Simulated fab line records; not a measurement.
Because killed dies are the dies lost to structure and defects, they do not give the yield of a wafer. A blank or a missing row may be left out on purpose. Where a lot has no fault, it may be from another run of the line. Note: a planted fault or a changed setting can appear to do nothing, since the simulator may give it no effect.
Code-filled problem report in 8D (eight disciplines) form | flow n5-finfet | the parts of the form that need people (team, actions taken, sign-off) are left out

1. WHAT WENT WRONG
Wafers without a fault read 30.3 s, standard deviation 1; barrier-field-endpoint-s at N5_BEOL_M12_CMP_49 reads a mean of 20.9 s on 3 wafers belonging to 2 lots. Relative to the usual mean, that is a shift of -9.4 standard deviations.
The step: polishes, stops on SiOC, t overpolish 20.6 s, target thk 320 nm.
First observed at day 14 11:34: wafer L648.6, on cmp-02. The record has a number at this step for 31 wafers belonging to 12 lots. By rule, "out" or "out of limits" means more than 4 standard deviations away from the usual mean. All remaining wafers that have a number are taken as sound.

2. WHAT IT IS, WHAT IT ISN'T
question                    | is                       | is not
which readings at this step | barrier-field-endpoint-s | slurry-filter-dp-kPa
which lots                  | L648, L651               | L634, L635, L636, L638, L642, L643, L644, L645, L646, L647
which wafers of those lots  | L648.6, L651.2, L651.6   | L648.4, L648.5, L651.5
read on which tools         | cmp-02, cmp-03           | cmp-01
when                        | from day 14 11:34        | up to then (27 sound wafers); but 1 sound wafer of L651 came after

3. SUSPECTS, AND WHAT RULES EACH OUT
Counting: any tool at a process step up to the reading remains a suspect provided it ran every lot that is out. Sound lots after the first of them don't rule it out here, since some wafers of a struck lot are sound.
- pvd-sputter-02 at N5_BEOL_M12_SPUTTER_43 (material TaN, target thk 15 nm, time 24.19 s): kept. Every lot that is out went through it, the first being L648 (day 14 10:46); the last sound lot it ran before that was L645 (day 13 21:09).
After counting, what remains is pvd-sputter-02 at N5_BEOL_M12_SPUTTER_43.

4. THE CAUSE (what the simulator had put in)
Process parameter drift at N5_BEOL_M12_SPUTTER_43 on pvd-sputter-02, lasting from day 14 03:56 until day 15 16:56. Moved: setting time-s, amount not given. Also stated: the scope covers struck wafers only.
The count eliminated every tool but this one.

5. THE EFFECT CHAIN, in route order
One row per reading whose mean, taken over the struck wafers that have a number, lies over 3 standard deviations from the usual. Only readings for which the record gives a usual standard deviation are gone through. hours: the time from each lot's start at the first step in this table that gives one to its start at this step, as a median over the lots. sigmas: the change in usual standard deviations.
hours | step               | reading                  | usual  | on struck wafers | change | sigmas
0     | N5_BEOL_M12_CMP_49 | barrier-field-endpoint-s | 30.3 s | 20.9             | -9.4   | -9.4
Here are the process steps it includes:
- N5_BEOL_M12_CMP_49: polishes, stops on SiOC, t overpolish 20.6 s, target thk 320 nm.

6. HOW IT WOULD HAVE BEEN CAUGHT EARLIER
First out-of-limits reading in this record: day 14 11:34, which is 8 hours after fault onset at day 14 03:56.
An alarm limit of 4 standard deviations would not have fired on the tool readings at N5_BEOL_M12_SPUTTER_43 for which the record gives a usual standard deviation, since none of them was out on any struck wafer.
L651, from the lots that are out (2), started N5_BEOL_M12_SPUTTER_43 on pvd-sputter-02 later than day 14 11:34. A hold on the tool at that time would have spared it.
